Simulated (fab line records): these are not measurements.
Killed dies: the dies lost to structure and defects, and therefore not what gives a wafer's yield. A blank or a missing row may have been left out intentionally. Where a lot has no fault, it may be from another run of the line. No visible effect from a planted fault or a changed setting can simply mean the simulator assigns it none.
fab line records	flow n5Finfet	part 1 of 2: steps 1 to 3 of 6
[record] lots = 18	wafers = 54	lastDay = 20
route steps=1938 shown SDB@368 DUMMY_REMOVAL@377 HKMG_FIN@405
lots untouched by any fault: they come from a run of this same line in which no faults occurred
startH: hours from the record's first day to the start of the lot's first wafer shown	waitH: hours since the lot's step before	" repeats the value in the row above	L1.1+2: several wafers, shown together as one row	- no value present, or no start provided	* or withheld: withheld	< > ~ a bound
route shown NAME@n: a module of which the file shows steps, and the number in the route of the first	usual: mean/standard deviation of fault-free wafers	same: alike in all rows	chamber/n: place in a boat	sites: the reading at each site	_std_site: the standard deviation of these	_edge_site: inner sites' mean taken away from outer sites' mean	radiusMm: for every site, how far away it sits from the centre of the wafer	mask NAME#n: copy n	behind: the tool/chamber that last shaped the wafer	hold: why the lot went on hold/how many hours it stayed there/how the hold came to an end	device: the transistor (n, p or np) that didn't switch	end of line: the route-end tests of the same wafers	step lacking rows: just its recipe	killed: dies lost to structure and defects at the first sort, not the wafer's yield	map: per-die view of a wafer (x killed, . not killed, _ where there is no die)
set.NAME: the setting as run; set.NAME@STEP: as run at that earlier step	model.NAME: the simulator's own value behind a step, which no gauge read
route steps across a sampled set of lots; one table per step, one row per wafer
services: a tool's chamber out of use, with start hour (startH, from the record's first day; less than 0 if before it), hours out, and reason
[[steps]]
[step N5_SDB_ETCH_25]
[recipe] chemistry = C4F6/O2	target = SiO2	targetDepthA = 100	timeS = 3.3	ionEnergyEv = 250	maskMaterial = SiNx	pressureMtorr = 30	sourceW = 345	biasW = 185	Ar_flow_sccm = 300	C4F6_flow_sccm = 10	O2_flow_sccm = 10
[usual] chamberPressureMTorr = 30.001/0.025	drypumpMotorCurrentA = 5.9/0.6	oesProductAu = 0.80/0.091	rfVppV = 669/15	showerheadPlenumPTorr = 2.84/0.12	throttleValvePct = 21.08/0.26
lot.wafer	tool	chamber	startH	waitH	chamberPressureMTorr	drypumpMotorCurrentA	oesProductAu	rfHoursCounterH	rfVppV	showerheadPlenumPTorr	throttleValvePct
L074.1	rieDiel-05	1	64.45	0.0	30.009	5.2	0.74	174	657	2.82	20.87
L074.5	"	1	"	"	30.061	5.2	0.74	-	658	2.82	20.87
L074.6	"	0	"	"	29.998	6.4	0.71	-	657	2.72	21.63
L075.3	rieDiel-03	1	72.35	0.0	30.002	6.3	0.96	12	651	2.78	21.31
L075.4	"	2	"	"	29.995	5.8	0.69	226	668	2.71	21.36
L075.6	"	0	"	"	30.047	5.0	0.75	-	702	2.83	20.85
L076.1	rieDiel-02	2	77.84	0.0	30.027	6.5	0.82	107	684	2.73	20.98
L076.5	"	3	"	"	30.008	6.8	0.88	-	666	3.01	21.16
L076.6	"	2	"	"	29.996	6.5	0.82	-	682	2.73	20.98
L077.2	rieDiel-05	1	84.90	0.6	30.002	5.1	0.73	181	657	2.82	20.87
L077.3	"	2	"	"	29.974	5.8	0.87	41	660	2.87	20.62
L077.6	"	0	"	"	29.977	6.4	0.70	-	656	2.72	21.62
L078.1	rieDiel-03	3	93.66	0.2	29.997	6.0	0.68	221	671	2.70	21.18
L078.2	"	0	"	"	29.995	5.0	0.73	179	701	2.83	20.84
L078.4	"	0	"	"	30.014	5.0	0.72	-	704	2.83	20.84
L079.4	rieDiel-02	3	97.02	0.5	30.008	6.8	0.87	-	663	3.00	21.17
L079.5	"	2	"	"	30.033	6.5	0.82	-	683	2.73	21.00
L079.6	"	0	"	"	30.006	5.3	0.92	-	673	3.05	21.31
L081.2	rieDiel-05	2	107.51	0.0	30.018	5.9	0.88	47	661	2.87	20.65
L081.5	"	3	"	"	30.028	5.3	0.75	-	654	2.85	20.93
L081.6	"	0	"	"	30.020	6.4	0.69	-	657	2.71	21.66
L083.1	rieDiel-03	0	122.10	0.1	30.000	5.0	0.71	192	703	2.82	20.86
L083.4	"	1	"	"	30.010	6.3	0.91	31	649	2.77	21.34
L083.5	"	0	"	"	29.990	5.0	0.72	-	703	2.82	20.86
L084.2	rieDiel-02	0	131.66	0.0	30.064	5.3	0.89	22	674	3.05	21.32
L084.3	"	3	"	"	29.992	6.8	0.84	56	666	2.99	21.21
L084.6	"	2	"	"	29.985	6.5	0.80	-	683	2.72	21.02
L087.1	rieDiel-02	1	149.46	0.5	29.958	5.6	0.92	17	657	2.78	20.69
L087.2	"	2	"	"	29.994	6.5	0.78	137	684	2.72	21.02
L087.3	"	3	"	"	30.029	6.8	0.84	63	665	2.99	21.20
L086.3	rieDiel-05	0	149.80	0.5	30.005	6.4	0.69	234	656	2.71	21.66
L086.4	"	2	"	"	29.972	5.8	0.86	60	659	2.86	20.68
L086.5	"	2	"	"	30.030	5.8	0.85	-	660	2.86	20.67
L090.1	rieDiel-03	0	162.07	0.0	30.003	5.0	0.71	204	703	2.82	20.90
L090.4	"	0	"	"	29.991	5.0	0.71	-	703	2.82	20.86
L090.5	"	1	"	"	30.010	6.3	0.88	-	650	2.77	21.33
L092.2	rieDiel-02	0	176.82	0.1	29.973	5.3	0.85	38	674	3.04	21.37
L092.5	"	3	"	"	29.998	6.8	0.82	-	665	2.99	21.20
L092.6	"	0	"	"	29.983	5.3	0.84	-	673	3.04	21.35
L093.1	rieDiel-03	0	183.58	0.3	30.001	5.0	0.71	215	704	2.81	20.90
L093.3	"	2	"	"	30.036	5.7	1.01	3	679	3.04	21.09
L093.4	"	1	"	"	29.957	6.3	0.88	-	651	2.76	21.38
L094.1	rieDiel-02	2	188.73	0.0	30.048	6.5	0.78	152	682	2.71	21.04
L094.4	"	3	"	"	30.026	6.8	0.81	77	664	2.98	21.22
L094.6	"	2	"	"	29.990	6.5	0.77	-	684	2.71	21.04
L095.1	rieDiel-05	3	195.50	0.1	29.982	5.3	0.73	191	653	2.84	20.96
L095.4	"	0	"	"	30.047	6.5	0.68	248	655	2.70	21.68
L095.6	"	0	"	"	29.993	6.4	0.67	-	656	2.70	21.68
L096.3	rieDiel-03	1	198.60	0.0	29.997	6.3	0.86	57	650	2.76	21.37
L096.4	"	2	"	"	30.019	5.8	0.96	-	678	3.04	21.07
L096.5	"	1	"	"	30.016	6.3	0.86	-	649	2.76	21.36
L097.3	rieDiel-05	1	209.29	0.0	29.987	5.1	0.70	223	659	2.80	20.92
L097.4	"	3	"	"	29.955	5.3	0.72	-	653	2.83	20.99
L097.6	"	2	"	"	29.985	5.8	0.82	-	660	2.85	20.71
[step N5_SDB_CMP_30]
[recipe] stopOn = poly-Si	tOverpolishS = 1.54	postCmpClean = alkalineBrush	downForcePsi = 4.1491	platenRpm = 51.796	padVelocityMS = 1.0306	targetThkNm = 30
[usual] edgeZonePressureFrac = 1.000/0.005	motorCurrentA = 12.4/1.5	overpolishRunS = 1.541/0.0097	platenRpm = 51.80/0.032	retainingRingPressureFrac = 0.999/0.005	slurryFilterDpKPa = 13.50/0.14	timeToEndpointS = 17.5/2.1
lot.wafer	tool	chamber	startH	waitH	edgeZonePressureFrac	motorCurrentA	overpolishRunS	platenRpm	retainingRingPressureFrac	slurryFilterDpKPa	timeToEndpointS
L074.1	cmp-02	3	67.71	1.4	1.000	10.2	1.560	51.77	0.996	13.51	14.9
L074.5	"	2	"	"	1.002	13.2	1.522	51.81	1.005	13.63	19.3
L074.6	"	3	"	"	1.008	10.1	1.541	51.82	0.999	13.64	14.6
L075.3	cmp-01	3	75.35	1.4	0.996	12.1	1.536	51.76	1.008	13.47	22.3
L075.4	"	0	"	"	0.999	14.2	1.521	51.75	0.998	13.37	19.8
L075.6	"	3	"	"	1.001	12.0	1.533	51.81	1.006	13.57	17.9
L076.1	cmp-01	3	80.96	1.5	1.006	12.5	1.550	51.74	1.010	13.48	21.0
L076.5	"	0	"	"	0.997	15.0	1.556	51.78	1.004	13.32	17.4
L076.6	"	1	"	"	0.994	13.7	1.540	51.79	0.998	13.41	19.2
L077.3	cmp-02	3	87.90	1.4	1.001	9.9	1.555	51.77	0.996	13.66	12.4
L077.2	"	1	"	"	1.007	10.6	1.540	51.79	0.994	13.57	14.6
L077.6	"	0	"	"	0.996	12.3	1.529	51.82	0.994	13.64	15.7
L078.2	cmp-03	2	97.36	1.4	1.001	14.4	1.536	51.83	1.000	13.59	16.6
L078.4	"	0	"	"	1.005	12.1	1.533	51.76	1.008	13.44	18.0
L078.1	"	1	"	"	0.991	12.1	1.536	51.80	0.998	13.57	17.6
L079.4	cmp-02	2	100.11	1.5	1.002	12.4	1.560	51.77	1.003	13.28	17.9
L079.6	"	3	"	"	1.001	9.7	1.539	51.85	0.992	13.67	17.1
L079.5	"	0	"	"	0.994	12.8	1.554	51.79	1.005	13.54	18.4
L081.2	cmp-02	0	110.54	1.4	0.998	12.9	1.524	51.80	1.004	13.24	15.6
L081.6	"	3	"	"	0.991	11.0	1.533	51.81	0.997	13.53	15.6
L081.5	"	0	"	"	1.002	12.3	1.543	51.84	1.002	13.41	19.8
L083.1	cmp-03	0	125.10	1.4	0.995	12.3	1.525	51.79	0.993	13.43	20.4
L083.4	"	3	"	"	0.999	14.6	1.537	51.74	1.002	13.45	18.5
L083.5	"	0	"	"	1.008	13.0	1.541	51.82	0.997	13.38	21.2
L084.3	cmp-03	1	134.79	1.4	1.006	11.4	1.524	51.80	1.001	13.21	14.0
L084.2	"	2	"	"	0.998	14.4	1.531	51.79	0.994	13.35	14.9
L084.6	"	1	"	"	0.998	11.5	1.544	51.83	0.991	13.37	17.2
L087.3	cmp-02	1	152.48	1.4	0.998	10.4	1.537	51.83	0.994	13.54	15.6
L087.1	"	2	"	"	1.001	12.1	1.532	51.79	0.998	13.55	15.5
L087.2	"	0	"	"	1.006	12.6	1.540	51.77	1.002	13.44	14.5
L086.3	cmp-03	0	152.80	1.4	0.993	12.7	1.566	51.85	1.001	13.58	21.0
L086.4	"	3	"	"	1.002	14.3	1.548	51.77	0.995	13.67	21.3
L086.5	"	0	"	"	0.993	12.6	1.546	51.86	1.000	13.20	20.8
L090.4	cmp-03	2	165.07	1.4	0.992	15.0	1.560	51.82	0.996	13.46	18.3
L090.1	"	3	"	"	0.996	15.2	1.548	51.81	0.999	13.65	16.8
L090.5	"	3	"	"	1.006	15.2	1.538	51.74	0.996	13.42	19.3
L092.2	cmp-03	0	179.82	1.4	0.992	12.7	1.530	51.82	0.991	13.43	17.1
L092.5	"	0	"	"	0.998	12.2	1.550	51.78	0.996	13.57	15.6
L092.6	"	1	"	"	1.009	11.1	1.545	51.79	1.003	13.56	19.9
L093.1	cmp-02	0	189.12	1.4	1.008	12.1	1.559	51.81	0.995	13.56	18.0
L093.4	"	2	"	"	0.999	12.7	1.549	51.76	0.995	13.40	19.2
L093.3	"	3	"	"	1.007	10.1	1.537	51.82	0.990	13.35	16.1
L094.1	cmp-03	0	194.57	1.4	0.996	12.3	1.543	51.76	0.998	13.37	17.9
L094.4	"	2	"	"	0.999	15.0	1.550	51.79	0.998	13.53	16.4
L094.6	"	0	"	"	1.005	11.7	1.541	51.77	0.998	13.66	19.8
L095.1	cmp-02	2	198.68	1.5	0.996	12.6	1.552	51.83	1.003	13.48	20.5
L095.4	"	3	"	"	1.012	10.3	1.543	51.76	1.003	13.54	15.4
L095.6	"	0	"	"	1.002	12.5	1.538	51.77	1.002	13.64	19.0
L096.4	cmp-02	3	201.75	1.5	1.003	10.4	1.537	51.73	1.003	13.79	17.2
L096.3	"	0	"	"	1.002	12.4	1.532	51.79	0.998	13.49	17.9
L096.5	"	2	"	"	1.005	12.5	1.531	51.79	0.992	13.26	19.2
L097.3	cmp-02	1	212.34	1.4	0.994	10.5	1.545	51.76	1.001	13.55	14.3
L097.4	"	3	"	"	1.002	10.1	1.548	51.82	1.002	13.49	16.9
L097.6	"	2	"	"	1.002	12.2	1.544	51.80	0.996	13.49	21.3
[step N5_DUMMY_REMOVAL_HM_STRIP_01]
[recipe] chemistry = CH3F/O2	material = SiNx	targetDepthA = 40	stopOn = poly-Si	timeS = 6.8	overEtchFrac = 0.3	ionEnergyEv = 60	powerW = 410	biasW = 29	Ar_flow_sccm = 150	CH3F_flow_sccm = 30	O2_flow_sccm = 20
[usual] chamberPressureMTorr = 30.002/0.029	drypumpMotorCurrentA = 5.9/0.37	oesProductAu = 0.64/0.073	rfVppV = 127.5/1.1	showerheadPlenumPTorr = 2.00/0.077	throttleValvePct = 16.29/0.23
lot.wafer	tool	chamber	startH	waitH	chamberPressureMTorr	drypumpMotorCurrentA	oesProductAu	rfHoursCounterH	rfVppV	showerheadPlenumPTorr	throttleValvePct
L074.1	rieDiel-04	3	68.18	0.2	30.000	5.2	0.80	0	129.0	2.04	16.04
L074.5	"	3	"	"	30.024	5.2	0.80	-	128.0	2.04	16.02
L074.6	"	0	"	"	30.017	5.7	0.62	-	128.4	2.02	16.27
L075.3	rieDiel-01	2	75.70	0.0	29.980	6.0	0.58	223	127.5	2.06	16.33
L075.4	"	3	"	"	29.939	6.4	0.65	120	129.2	2.11	16.46
L075.6	"	2	"	"	30.010	6.1	0.57	-	126.0	2.06	16.32
L076.1	rieDiel-01	1	81.20	0.0	29.972	6.1	0.66	80	127.7	1.94	16.19
L076.5	"	3	"	"	30.008	6.3	0.66	-	128.1	2.11	16.47
L076.6	"	0	"	"	29.984	6.1	0.66	-	128.0	1.86	16.35
L077.2	rieDiel-04	1	88.27	0.0	30.023	6.3	0.59	220	128.7	2.04	16.69
L077.3	"	3	"	"	30.003	5.3	0.76	8	128.0	2.04	16.04
L077.6	"	1	"	"	29.992	6.3	0.59	-	126.9	2.04	16.69
L078.1	rieDiel-01	2	97.81	0.1	30.085	6.0	0.57	229	127.7	2.06	16.33
L078.2	"	0	"	"	30.034	6.1	0.66	73	126.3	1.85	16.38
L078.4	"	3	"	"	29.974	6.3	0.65	127	129.0	2.10	16.48
L079.4	rieDiel-06	3	100.37	0.0	30.001	6.3	0.65	-	125.9	1.87	16.11
L079.5	"	0	"	"	30.010	5.9	0.57	-	127.3	1.98	16.17
L079.6	"	2	"	"	29.997	5.2	0.55	-	125.6	2.06	16.33
L081.2	rieDiel-01	0	110.86	0.0	29.972	6.0	0.67	77	128.1	1.85	16.38
L081.5	"	1	"	"	30.047	6.1	0.66	-	127.5	1.94	16.21
L081.6	"	2	"	"	29.941	6.1	0.57	-	126.6	2.06	16.33
L083.1	rieDiel-04	1	125.45	0.0	29.977	6.3	0.58	235	129.0	2.04	16.73
L083.4	"	0	"	"	29.987	5.7	0.62	135	129.1	2.02	16.30
L083.5	"	1	"	"	30.035	6.3	0.58	-	128.8	2.04	16.75
L084.2	rieDiel-04	3	135.11	0.0	29.988	5.2	0.74	24	128.0	2.03	16.07
L084.3	"	0	"	"	29.966	5.7	0.61	138	126.5	2.02	16.33
L084.6	"	1	"	"	30.012	6.4	0.58	-	127.7	2.04	16.74
L087.1	rieDiel-06	0	152.83	0.0	29.974	5.9	0.77	4	126.6	1.97	15.75
L087.2	"	3	"	"	29.993	6.3	0.64	111	125.8	1.86	16.12
L087.3	"	1	"	"	30.004	5.7	0.56	216	127.4	2.06	16.25
L086.3	rieDiel-06	0	153.16	0.0	30.019	5.9	0.77	4	126.4	1.97	15.74
L086.4	"	3	"	"	30.047	6.3	0.64	111	124.9	1.86	16.14
L086.5	"	1	"	"	30.062	5.7	0.55	-	128.7	2.06	16.25
L090.1	rieDiel-04	0	165.43	0.0	30.002	5.7	0.60	147	127.1	2.01	16.32
L090.4	"	1	"	"	29.983	6.4	0.58	247	127.3	2.04	16.76
L090.5	"	3	"	"	29.996	5.2	0.73	-	129.3	2.03	16.11
L092.2	rieDiel-04	0	180.17	0.0	29.923	5.7	0.60	151	127.6	2.01	16.32
L092.5	"	1	"	"	29.985	6.3	0.57	-	128.4	2.03	16.76
L092.6	"	2	"	"	29.993	5.9	0.75	-	126.6	1.95	16.16
L093.1	rieDiel-01	3	189.47	0.0	30.024	6.3	0.63	155	128.8	2.10	16.54
L093.3	"	0	"	"	29.974	6.1	0.64	101	126.4	1.84	16.40
L093.4	"	1	"	"	30.001	6.1	0.64	-	127.8	1.93	16.25
L094.1	rieDiel-01	1	194.93	0.0	30.029	6.1	0.63	115	125.9	1.93	16.27
L094.4	"	0	"	"	30.056	6.1	0.64	103	126.2	1.84	16.42
L094.6	"	0	"	"	30.008	6.1	0.63	-	127.0	1.84	16.42
L095.1	rieDiel-01	1	198.96	0.0	29.994	6.1	0.64	116	127.9	1.93	16.25
L095.4	"	3	"	"	29.994	6.4	0.63	158	128.6	2.09	16.54
L095.6	"	1	"	"	29.986	6.1	0.64	-	126.7	1.93	16.26
L096.3	rieDiel-01	1	202.02	0.0	30.015	6.1	0.64	117	126.5	1.93	16.27
L096.4	"	3	"	"	30.007	6.3	0.62	159	128.8	2.09	16.54
L096.5	"	1	"	"	30.034	6.1	0.64	-	127.3	1.93	16.26
L097.3	rieDiel-01	3	212.69	0.0	30.035	6.4	0.62	162	129.2	2.09	16.56
L097.4	"	1	"	"	29.945	6.1	0.62	121	128.0	1.93	16.27
L097.6	"	2	"	"	30.009	6.0	0.75	-	128.5	2.05	15.88
